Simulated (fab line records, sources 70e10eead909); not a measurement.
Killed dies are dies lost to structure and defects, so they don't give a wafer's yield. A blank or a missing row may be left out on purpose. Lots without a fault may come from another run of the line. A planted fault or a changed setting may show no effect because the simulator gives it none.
fab line records | flow nand_harc
record lots=24 wafers=72 last_day=24
route steps=1159 shown A_STAIRCASE@710 A_SGD_CUT@777 A_SLIT@796
lots that met no fault: from a run of the same line without faults
start_h: hours from the record's first day to the start of the lot's first wafer shown | wait_h: hours since the lot's step before | " the same as in the row above | L1.1+2: a row that stands for several wafers | - no value, or no start given | * or withheld: withheld | < > ~ a bound
route shown NAME@n: a module of which the file shows steps, and the number in the route of the first | usual: mean/standard deviation of fault-free wafers | same: alike in all rows | chamber/n: place in a boat | sites: the reading at each site | _std_site: their standard deviation | _edge_site: outer sites' mean less inner sites' | radius_mm: how far each site lies from the wafer's centre | mask NAME#n: copy n | behind: the tool/chamber that last shaped the wafer | hold: why the lot was held/for how many hours/how that ended | device: the transistor (n, p or np) that didn't switch | end of line: the same wafers' tests at the end of the route | a step without rows: its recipe alone | killed: dies lost to structure and defects at the first sort, not the wafer's yield | map: a wafer's dies, x killed, . not, _ none there
set.NAME: the setting as run; set.NAME@STEP: as run at that earlier step | model.NAME: the simulator's own value behind a step, which no gauge read
steps of the route over a sample of lots; a table a step, a row a wafer
services: from which hour (start_h, from the record's first day; less than 0 if before it) a tool's chamber was out of use, for how many hours, and why
## steps
# step NHARC_A_STAIRCASE_DEP_322
# recipe target_thk_a=38000 temp_c=400 target_thk_nm=3800 teos_flow_sccm=200 rf_w=500 material=SiO2
# usual heater_power_w=655/88
# columns lot.wafer tool chamber start_h wait_h heater_power_w
L074.2 pecvd-02 0 285.38 0.1 825
L074.5 " 1 " " 761
L074.6 " 2 " " 624
L075.1 pecvd-04 2 292.95 0.3 613
L075.5 " 1 " " 561
L075.6 " 2 " " 543
L078.1 pecvd-04 1 296.80 0.1 661
L078.5 " 1 " " 549
L078.6 " 0 " " 609
L077.2 pecvd-02 2 296.89 0.2 754
L077.3 " 0 " " 688
L077.5 " 1 " " 757
L076.2 pecvd-01 0 297.00 0.3 833
L076.6 " 1 " " 654
L076.4 " 0 " " 696
L079.1 pecvd-04 0 324.79 0.1 672
L079.2 " 2 " " 666
L079.4 " 0 " " 625
L080.2 pecvd-04 2 334.96 0.3 605
L080.1 " 0 " " 732
L080.5 " 1 " " 556
L081.1 pecvd-01 1 335.16 0.4 807
L081.6 " 0 " " 697
L081.4 " 1 " " 654
L084.3 pecvd-04 0 341.45 0.2 630
L084.2 " 1 " " 635
L084.5 " 0 " " 612
L082.1 pecvd-01 1 341.66 0.4 745
L082.6 " 0 " " 694
L082.4 " 2 " " 530
L083.2 pecvd-04 2 342.02 0.8 615
L083.1 " 0 " " 754
L083.5 " 1 " " 549
L086.1 pecvd-02 0 359.06 0.1 725
L086.3 " 2 " " 779
L086.6 " 1 " " 694
L087.3 pecvd-04 2 359.06 0.1 674
L087.6 " 2 " " 519
L087.5 " 0 " " 618
L089.1 pecvd-01 1 364.99 0.2 790
L089.2 " 2 " " 577
L089.5 " 2 " " 549
L085.1 pecvd-04 1 365.07 0.3 662
L085.5 " 0 " " 615
L085.6 " 1 " " 522
L088.1 pecvd-04 0 370.93 0.3 750
L088.2 " 1 " " 618
L088.4 " 1 " " 567
L090.3 pecvd-01 2 380.84 0.1 681
L090.1 " 1 " " 730
L090.6 " 1 " " 650
L092.1 pecvd-01 0 397.17 0.1 825
L092.2 " 2 " " 585
L092.4 " 2 " " 539
L094.1 pecvd-04 0 397.24 0.2 743
L094.3 " 1 " " 690
L094.4 " 1 " " 532
L093.1 pecvd-02 1 397.31 0.2 709
L093.3 " 0 " " 705
L093.4 " 2 " " 664
L091.1 pecvd-01 0 402.57 0.1 841
L091.6 " 0 " " 715
L091.5 " 2 " " 534
L095.1 pecvd-04 0 415.39 0.1 755
L095.2 " 1 " " 643
L095.3 " 2 " " 589
L096.2 pecvd-02 2 415.71 0.4 842
L096.4 " 0 " " 627
L096.6 " 2 " " 678
L097.1 pecvd-04 0 430.95 0.2 768
L097.3 " 1 " " 639
L097.5 " 1 " " 551
# step NHARC_A_STAIRCASE_DEP_325
# recipe target_thk_a=38000 temp_c=400 target_thk_nm=3800 teos_flow_sccm=200 rf_w=500 material=SiO2
# usual heater_power_w=672/91
# columns lot.wafer tool chamber start_h wait_h heater_power_w
L074.2 pecvd-02 2 293.94 0.4 720
L074.5 " 0 " " 687
L074.6 " 1 " " 771
L075.1 pecvd-02 1 299.86 0.1 850
L075.6 " 2 " " 646
L075.5 " 0 " " 695
L077.2 pecvd-01 2 305.48 0.2 654
L077.3 " 0 " " 864
L077.5 " 1 " " 637
L076.2 pecvd-04 2 305.53 0.2 674
L076.6 " 1 " " 557
L076.4 " 2 " " 548
L078.1 pecvd-02 0 305.54 0.3 699
L078.5 " 2 " " 654
L078.6 " 0 " " 670
L079.2 pecvd-04 0 332.94 0.1 708
L079.1 " 2 " " 660
L079.4 " 0 " " 627
L080.2 pecvd-01 1 343.32 0.3 699
L080.1 " 2 " " 665
L080.5 " 1 " " 661
L081.1 pecvd-04 2 343.49 0.5 615
L081.6 " 0 " " 608
L081.4 " 1 " " 553
L083.2 pecvd-01 2 349.21 0.1 697
L083.1 " 1 " " 814
L083.5 " 2 " " 542
L084.3 pecvd-04 2 349.30 0.2 539
L084.2 " 0 " " 735
L084.5 " 2 " " 544
L082.1 pecvd-02 2 349.32 0.2 767
L082.6 " 2 " " 681
L082.4 " 1 " " 686
L086.3 pecvd-04 0 367.00 0.1 780
L086.1 " 1 " " 666
L086.6 " 2 " " 533
L087.3 pecvd-01 2 367.00 0.1 680
L087.6 " 0 " " 688
L087.5 " 1 " " 656
L085.1 pecvd-02 1 373.72 0.1 684
L085.6 " 1 " " 687
L085.5 " 2 " " 688
L089.2 pecvd-04 0 373.81 0.2 754
L089.1 " 1 " " 555
L089.5 " 0 " " 625
L088.2 pecvd-02 0 378.00 0.2 668
L088.1 " 1 " " 826
L088.4 " 1 " " 702
L090.3 pecvd-01 1 388.82 0.2 792
L090.1 " 0 " " 825
L090.6 " 0 " " 708
L092.2 pecvd-04 2 404.99 0.1 580
L092.1 " 0 " " 695
L092.4 " 0 " " 606
L094.1 pecvd-02 1 405.09 0.2 716
L094.3 " 2 " " 700
L094.4 " 1 " " 706
L093.3 pecvd-01 0 405.17 0.2 843
L093.1 " 1 " " 692
L093.4 " 1 " " 644
L091.1 pecvd-01 0 409.90 0.3 731
L091.5 " 1 " " 692
L091.6 " 0 " " 704
L095.2 pecvd-04 1 422.41 0.1 636
L095.3 " 2 " " 556
L095.1 " 0 " " 765
L096.2 pecvd-02 1 422.51 0.2 816
L096.4 " 0 " " 637
L096.6 " 2 " " 691
L097.1 pecvd-01 0 439.87 0.2 745
L097.3 " 1 " " 816
L097.5 " 2 " " 529
# step NHARC_A_STAIRCASE_CMP_450
# recipe target_thk_nm=200 material=SiO2
# usual motor_current_A=12.1/1.3
# columns lot.wafer tool chamber start_h wait_h motor_current_A
L074.2 cmp-02 1 306.54 - 13.7
L074.5 " 2 " " 14.2
L074.6 " 3 " " 10.8
L075.1 cmp-03 3 310.85 - 10.0
L075.6 " 1 " " 11.6
L075.5 " 2 " " 12.5
L078.1 cmp-01 3 317.08 - 12.3
L078.6 " 3 " " 11.7
L078.5 " 0 " " 12.4
L077.2 cmp-03 1 317.19 - 12.1
L077.3 " 0 " " 14.8
L077.5 " 1 " " 11.6
L076.2 cmp-02 0 317.66 - 10.3
L076.4 " 1 " " 13.5
L076.6 " 3 " " 11.1
L079.1 cmp-01 2 343.94 - 11.4
L079.4 " 3 " " 12.8
L079.2 " 0 " " 12.5
L080.1 cmp-02 0 355.11 - 11.0
L080.2 " 1 " " 13.3
L080.5 " 0 " " 10.6
L081.4 cmp-01 0 355.39 - 12.4
L081.1 " 1 " " 12.3
L081.6 " 1 " " 12.1
L084.2 cmp-01 1 360.93 - 12.2
L084.3 " 3 " " 12.4
L084.5 " 1 " " 11.7
L083.1 cmp-01 2 361.12 - 11.4
L083.2 " 1 " " 11.9
L083.5 " 3 " " 11.8
L082.1 cmp-01 3 363.38 - 13.2
L082.4 " 1 " " 11.8
L082.6 " 0 " " 12.5
L087.3 cmp-03 2 379.07 - 12.2
L087.5 " 3 " " 9.4
L087.6 " 0 " " 14.7
L086.3 cmp-02 1 379.20 - 13.6
L086.1 " 2 " " 13.9
L086.6 " 1 " " 14.1
L085.1 cmp-01 2 387.73 - 11.9
L085.5 " 2 " " 12.0
L085.6 " 3 " " 12.1
L089.1 cmp-02 3 388.01 - 10.7
L089.2 " 2 " " 13.7
L089.5 " 3 " " 11.4
L088.4 cmp-03 1 388.30 - 11.2
L088.1 " 3 " " 9.6
L088.2 " 0 " " 14.8
L090.1 cmp-01 0 399.68 - 12.6
L090.3 " 1 " " 12.7
L090.6 " 2 " " 10.9
L093.4 cmp-03 2 416.61 - 12.2
L093.1 " 0 " " 14.8
L093.3 " 1 " " 12.3
L094.4 cmp-01 3 417.04 - 12.1
L094.1 " 0 " " 12.6
L094.3 " 1 " " 12.5
L092.1 cmp-02 3 417.23 - 10.9
L092.4 " 0 " " 10.9
L092.2 " 2 " " 13.9
L091.1 cmp-01 3 423.27 - 12.2
L091.5 " 3 " " 12.4
L091.6 " 0 " " 12.2
L095.3 cmp-01 1 437.56 - 12.6
L095.2 " 2 " " 12.2
L095.1 " 3 " " 11.8
L096.2 cmp-02 3 437.60 - 11.3
L096.4 " 0 " " 10.4
L096.6 " 2 " " 14.2
L097.1 cmp-03 0 450.73 - 14.8
L097.3 " 1 " " 11.2
L097.5 " 3 " " 9.5
# step NHARC_A_STAIRCASE_CMP_472
# recipe material=SiO2
# usual motor_current_A=12.3/1.3
# columns lot.wafer tool chamber start_h wait_h motor_current_A
L074.2 cmp-03 0 308.05 0.3 15.2
L074.6 " 1 " " 12.3
L074.5 " 2 " " 12.4
L075.1 cmp-01 0 312.27 0.2 12.5
L075.6 " 0 " " 12.5
L075.5 " 1 " " 12.3
L078.1 cmp-03 2 318.58 0.2 12.2
L078.5 " 2 " " 12.8
L078.6 " 3 " " 9.8
L077.2 cmp-01 2 318.74 0.2 11.5
L077.3 " 3 " " 12.1
L077.5 " 1 " " 12.0
L076.4 cmp-02 0 319.11 0.2 11.0
L076.2 " 1 " " 14.0
L076.6 " 1 " " 13.5
L079.1 cmp-02 2 345.79 0.2 14.3
L079.4 " 3 " " 11.0
L079.2 " 0 " " 11.2
L080.1 cmp-02 0 356.69 0.2 10.9
L080.2 " 2 " " 14.5
L080.5 " 1 " " 13.9
L081.1 cmp-01 3 357.10 0.3 11.8
L081.4 " 0 " " 12.0
L081.6 " 1 " " 12.2
L084.2 cmp-02 3 362.52 0.3 11.1
L084.3 " 0 " " 10.9
L084.5 " 3 " " 10.9
L083.1 cmp-03 0 362.57 0.2 15.1
L083.2 " 1 " " 11.7
L083.5 " 0 " " 14.8
L082.1 cmp-01 3 364.92 0.2 11.4
L082.4 " 0 " " 12.3
L082.6 " 3 " " 12.1
L087.3 cmp-03 3 380.62 0.3 9.6
L087.6 " 1 " " 11.8
L087.5 " 2 " " 12.6
L086.3 cmp-01 3 380.78 0.2 12.8
L086.1 " 0 " " 12.5
L086.6 " 2 " " 12.2
L085.1 cmp-01 3 390.14 0.2 11.6
L085.6 " 3 " " 12.2
L085.5 " 0 " " 12.0
L089.1 cmp-02 1 390.24 0.2 13.8
L089.2 " 3 " " 11.2
L089.5 " 2 " " 14.8
L088.2 cmp-01 0 390.42 0.2 13.0
L088.4 " 1 " " 11.8
L088.1 " 3 " " 12.0
L090.3 cmp-02 1 401.14 0.2 13.5
L090.1 " 3 " " 11.3
L090.6 " 2 " " 15.0
L093.3 cmp-01 2 418.15 0.2 12.0
L093.1 " 3 " " 12.3
L093.4 " 0 " " 12.1
L094.1 cmp-03 0 418.52 0.2 14.6
L094.3 " 1 " " 11.4
L094.4 " 3 " " 10.0
L092.2 cmp-01 1 418.68 0.2 12.1
L092.4 " 2 " " 11.2
L092.1 " 0 " " 12.5
L091.1 cmp-01 3 424.75 0.2 12.8
L091.6 " 3 " " 11.9
L091.5 " 0 " " 13.1
L095.2 cmp-02 1 439.02 0.2 14.1
L095.1 " 2 " " 14.9
L095.3 " 0 " " 10.5
L096.4 cmp-01 2 439.11 0.1 11.7
L096.2 " 0 " " 12.0
L096.6 " 3 " " 12.4
L097.3 cmp-01 2 452.28 0.2 11.3
L097.1 " 3 " " 12.0
L097.5 " 0 " " 12.7
# step NHARC_A_SGD_CUT_STRIP_28
# recipe time_s=20 o2_flow_sccm=500 ar_flow_sccm=0 bias_w=0 chemistry=O2
# usual drypump_motor_current_A=5.8/0.45 oes_product_au=0.999/0.011 rf_vpp_V=58.0/0.78 showerhead_plenum_p_Torr=3.63/0.1 throttle_valve_pct=17.037/0.0096
# columns lot.wafer tool chamber start_h wait_h drypump_motor_current_A oes_product_au rf_hours_counter_h rf_vpp_V showerhead_plenum_p_Torr throttle_valve_pct
L074.2 rie_diel-08 2 - - 5.3 0.976 1 58.8 3.64 17.029
L074.6 " 0 " " 5.3 0.979 - 57.2 3.62 17.035
L074.5 " 1 " " 6.3 0.992 - 57.8 3.63 17.036
L078.1 rie_diel-02 0 - - 5.5 0.996 12 57.1 3.46 17.041
L078.5 " 3 " " 5.9 0.976 - 57.6 3.78 17.018
L078.6 " 0 " " 5.5 0.995 - 57.2 3.46 17.041
L075.1 rie_diel-05 1 - - 6.6 0.994 16 57.6 3.74 17.037
L075.6 " 2 " " 5.0 1.009 - 57.2 3.55 17.046
L075.5 " 3 " " 5.6 1.004 - 58.0 3.62 17.027
L077.2 rie_diel-08 1 - - 6.3 1.009 2 58.3 3.63 17.039
L077.3 " 3 " " 6.0 1.001 2 56.6 3.71 17.038
L077.5 " 1 " " 6.3 1.004 - 56.9 3.63 17.042
L076.4 rie_diel-02 1 - - 5.8 0.981 12 58.1 3.45 17.049
L076.2 " 0 " " 5.5 0.991 12 56.2 3.46 17.039
L076.6 " 1 " " 5.8 0.985 - 57.3 3.45 17.043
L079.1 rie_diel-05 0 - - 6.2 1.010 0 58.8 3.65 17.044
L079.2 " 1 " " 6.6 1.000 0 57.2 3.74 17.046
L079.4 " 3 " " 5.7 1.006 1 59.2 3.62 17.035
L081.1 rie_diel-02 0 - - 5.5 1.011 3 56.5 3.46 17.046
L081.4 " 2 " " 5.8 1.022 2 57.7 3.75 17.042
L081.6 " 3 " " 5.8 1.006 - 57.6 3.78 17.025
L080.2 rie_diel-05 3 - - 5.6 1.002 1 57.5 3.62 17.024
L080.1 " 0 " " 6.2 1.005 1 59.9 3.65 17.023
L080.5 " 2 " " 5.0 1.024 - 58.7 3.55 17.050
L083.1 rie_diel-02 3 - - 5.8 1.003 3 58.9 3.78 17.026
L083.2 " 2 " " 5.7 1.008 3 58.5 3.74 17.033
L083.5 " 3 " " 5.8 1.015 - 56.1 3.78 17.037
L082.4 rie_diel-05 3 - - 5.7 1.013 2 57.0 3.62 17.046
L082.1 " 0 " " 6.2 0.999 2 59.0 3.65 17.041
L082.6 " 3 " " 5.7 0.995 - 58.4 3.62 17.038
L084.2 rie_diel-08 0 - - 5.3 0.990 8 57.6 3.61 17.044
L084.3 " 3 " " 6.0 0.987 7 58.1 3.71 17.019
L084.5 " 1 " " 6.3 0.995 - 57.8 3.63 17.042
L086.3 rie_diel-02 3 388.06 0.2 5.8 0.999 4 57.4 3.78 17.026
L086.1 " 2 " " 5.8 1.016 3 58.5 3.74 17.044
L086.6 " 2 " " 5.7 1.009 - 58.1 3.74 17.029
L087.3 rie_diel-08 0 388.07 0.1 5.3 0.988 10 57.4 3.61 17.029
L087.6 " 0 " " 5.3 0.986 - 57.7 3.61 17.035
L087.5 " 2 " " 5.3 0.981 - 56.9 3.63 17.068
L089.1 rie_diel-02 3 - - 5.8 1.008 5 58.8 3.78 17.041
L089.2 " 1 " " 5.8 0.994 4 59.0 3.45 17.045
L089.5 " 2 " " 5.8 1.016 - 58.0 3.74 17.033
L085.1 rie_diel-05 1 - - 6.6 0.987 4 58.5 3.74 17.033
L085.6 " 2 " " 5.0 1.009 - 58.5 3.55 17.040
L085.5 " 3 " " 5.7 0.996 - 57.3 3.62 17.057
L088.1 rie_diel-08 0 - - 5.3 0.990 12 58.7 3.61 17.040
L088.4 " 1 " " 6.3 1.003 10 57.9 3.63 17.033
L088.2 " 2 " " 5.3 0.993 11 57.9 3.63 17.043
L090.3 rie_diel-02 1 - - 5.8 1.014 5 58.0 3.45 17.020
L090.1 " 3 " " 5.8 0.999 5 59.5 3.78 17.035
L090.6 " 1 " " 5.8 1.002 - 58.0 3.45 17.048
L094.1 rie_diel-02 0 - - 5.5 1.000 7 58.1 3.46 17.027
L094.3 " 1 " " 5.8 0.994 6 56.7 3.45 17.043
L094.4 " 2 " " 5.7 1.014 6 56.8 3.74 17.039
L092.4 rie_diel-05 1 - - 6.6 0.993 7 58.7 3.74 17.049
L092.2 " 3 " " 5.7 1.009 7 58.5 3.62 17.036
L092.1 " 0 " " 6.2 1.003 7 59.2 3.64 17.046
L093.3 rie_diel-08 2 425.84 0.2 5.3 0.991 14 57.7 3.63 17.025
L093.1 " 1 " " 6.3 1.001 13 57.9 3.63 17.012
L093.4 " 1 " " 6.3 1.001 - 57.3 3.63 17.040
L091.1 rie_diel-08 1 432.34 0.2 6.3 1.015 13 58.2 3.63 17.046
L091.5 " 3 " " 6.0 0.991 - 59.0 3.71 17.035
L091.6 " 1 " " 6.3 1.010 - 58.7 3.63 17.040
L095.1 rie_diel-08 2 447.28 0.1 5.3 0.998 18 56.9 3.63 17.050
L095.3 " 3 " " 6.0 0.983 16 56.7 3.71 17.032
L095.2 " 1 " " 6.3 1.005 16 57.7 3.62 17.028
L096.2 rie_diel-05 2 - - 5.0 1.017 8 58.1 3.54 17.041
L096.4 " 0 " " 6.2 1.000 9 59.3 3.64 17.012
L096.6 " 2 " " 5.0 1.021 - 58.2 3.54 17.033
L097.3 rie_diel-05 2 - - 5.0 0.998 10 57.8 3.54 17.034
L097.1 " 3 " " 5.7 1.004 10 57.6 3.61 17.038
L097.5 " 1 " " 6.6 0.986 - 58.5 3.74 17.046
# step NHARC_A_SLIT_ETCH_17
# recipe bias_v=900 source_w=withheld pressure_mtorr=20 ar_flow_sccm=375 c4f8_flow_sccm=83.3 o2_flow_sccm=41.7 time_s=1687.5 target_depth_a=1.01e+05 chemistry=C4F8/O2/Ar
# usual drypump_motor_current_A=5.9/0.66 showerhead_plenum_p_Torr=3.75/0.085 throttle_valve_pct=32.045/0.0089
# columns lot.wafer tool chamber start_h wait_h drypump_motor_current_A rf_hours_counter_h showerhead_plenum_p_Torr throttle_valve_pct
L074.2 har_etch-01 1 322.04 - 6.2 0 3.80 32.039
L074.6 " 1 323.04 - 6.2 - 3.80 32.042
L074.5 " 0 " " 6.3 - 3.80 32.041
L075.1 har_etch-02 0 330.44 - 4.6 169 3.84 32.027
L075.6 " 0 " " 4.6 - 3.84 32.034
L075.5 " 1 " " 6.2 - 3.60 32.050
L078.1 har_etch-01 1 331.69 - 6.2 6 3.80 32.046
L078.5 " 1 " " 6.2 - 3.80 32.036
L078.6 " 0 " " 6.3 - 3.80 32.042
L077.2 har_etch-02 0 332.10 - 4.6 171 3.84 32.051
L077.3 " 1 " " 6.2 - 3.60 32.045
L077.5 " 1 " " 6.2 - 3.60 32.038
L076.2 har_etch-01 1 333.60 - 6.2 7 3.79 32.038
L076.4 " 0 " " 6.3 - 3.79 32.043
L076.6 " 0 " " 6.3 - 3.80 32.041
L079.1 har_etch-02 0 359.84 - 4.6 180 3.84 32.058
L079.2 " 1 " " 6.2 180 3.60 32.035
L079.4 " 1 " " 6.2 - 3.60 32.033
L081.1 har_etch-02 1 369.86 - 6.2 185 3.59 32.036
L081.4 " 1 " " 6.2 - 3.60 32.043
L081.6 " 1 " " 6.2 - 3.60 32.045
L080.2 har_etch-02 0 372.31 - 4.6 187 3.83 32.045
L080.1 " 1 " " 6.2 187 3.59 32.040
L080.5 " 0 " " 4.6 - 3.83 32.048
L083.2 har_etch-01 0 377.71 - 6.3 28 3.78 32.054
L083.1 " 1 " " 6.2 28 3.78 32.047
L083.5 " 1 378.98 - 6.2 - 3.78 32.043
L082.1 har_etch-02 1 378.89 - 6.2 192 3.59 32.048
L082.4 " 0 " " 4.6 - 3.83 32.043
L082.6 " 0 " " 4.6 - 3.83 32.046
L084.2 har_etch-01 1 379.42 - 6.2 30 3.78 32.032
L084.3 " 1 " " 6.2 - 3.78 32.029
L084.5 " 1 " " 6.2 - 3.78 32.041
L086.1 har_etch-02 1 392.42 - 6.2 194 3.59 32.030
L086.3 " 1 " " 6.2 - 3.59 32.044
L086.6 " 0 " " 4.6 - 3.83 32.058
L087.3 har_etch-01 1 393.07 - 6.2 - 3.78 32.035
L087.6 " 0 " " 6.3 - 3.78 32.036
L087.5 " 1 " " 6.2 - 3.78 32.043
L089.2 har_etch-01 0 405.97 - 6.3 41 3.78 32.058
L089.1 " 1 " " 6.2 41 3.78 32.044
L089.5 " 1 " " 6.2 - 3.78 32.046
L085.1 har_etch-02 1 407.29 - 6.2 207 3.58 32.046
L085.6 " 0 " " 4.6 - 3.82 32.049
L085.5 " 1 " " 6.2 - 3.58 32.041
L088.2 har_etch-01 1 407.63 - 6.2 42 3.78 32.065
L088.1 " 0 " " 6.3 42 3.78 32.053
L088.4 " 1 " " 6.2 - 3.78 32.061
L090.1 har_etch-01 0 415.54 - 6.2 47 3.77 32.052
L090.3 " 0 " " 6.3 - 3.77 32.044
L090.6 " 1 " " 6.2 - 3.77 32.045
L092.1 har_etch-02 0 430.05 - 4.6 213 3.82 32.042
L092.2 " 1 " " 6.2 213 3.58 32.061
L092.4 " 0 " " 4.6 - 3.82 32.038
L094.1 har_etch-01 1 430.06 - 6.2 49 3.77 32.047
L094.4 " 0 " " 6.3 - 3.77 32.038
L094.3 " 1 " " 6.2 - 3.77 32.048
L093.1 har_etch-01 1 431.49 - 6.2 50 3.77 32.057
L093.3 " 1 " " 6.2 - 3.77 32.067
L093.4 " 0 " " 6.3 - 3.77 32.052
L091.1 har_etch-01 0 440.79 - 6.3 56 3.77 32.044
L091.5 " 1 " " 6.2 - 3.77 32.050
L091.6 " 0 " " 6.3 - 3.77 32.036
L096.2 har_etch-01 0 454.13 - 6.3 61 3.76 32.039
L096.4 " 0 " " 6.3 - 3.77 32.041
L096.6 " 0 " " 6.3 - 3.76 32.051
L095.1 har_etch-02 0 454.57 - 4.6 226 3.81 32.044
L095.2 " 1 " " 6.2 226 3.57 32.045
L095.3 " 1 " " 6.2 - 3.57 32.048
L097.1 har_etch-01 1 465.32 - 6.3 67 3.76 32.051
L097.3 " 0 " " 6.3 - 3.76 32.057
L097.5 " 1 " " 6.2 - 3.76 32.053
## services
# columns tool chamber start_h hours kind
rie_diel-08 3 273.88 10.3 repair
cmp-01 - 276.90 1.7 repair
cmp-01 - 278.60 4.0 pm
cmp-03 - 279.87 0.3 repair
cmp-01 - 284.71 3.3 repair
rie_diel-02 3 284.82 7.2 repair
har_etch-01 - 305.00 17.0 pm
cmp-02 - 319.97 1.5 repair
cmp-02 - 324.61 4.0 pm
pecvd-02 - 334.01 13.0 pm
cmp-03 - 352.35 0.2 repair
cmp-03 - 353.00 4.0 pm
cmp-02 - 370.95 0.2 repair
pecvd-01 1 373.65 5.0 repair
cmp-01 - 376.60 4.0 pm
pecvd-04 - 376.61 13.0 pm
har_etch-02 - 409.89 11.1 repair
pecvd-01 - 418.10 13.0 pm
cmp-02 - 422.61 4.0 pm
pecvd-01 0 431.98 5.9 repair
cmp-02 - 432.08 4.9 repair
cmp-03 - 437.01 4.0 repair
pecvd-04 - 439.27 1.4 repair
cmp-03 - 451.00 4.0 pm
## key
fault none
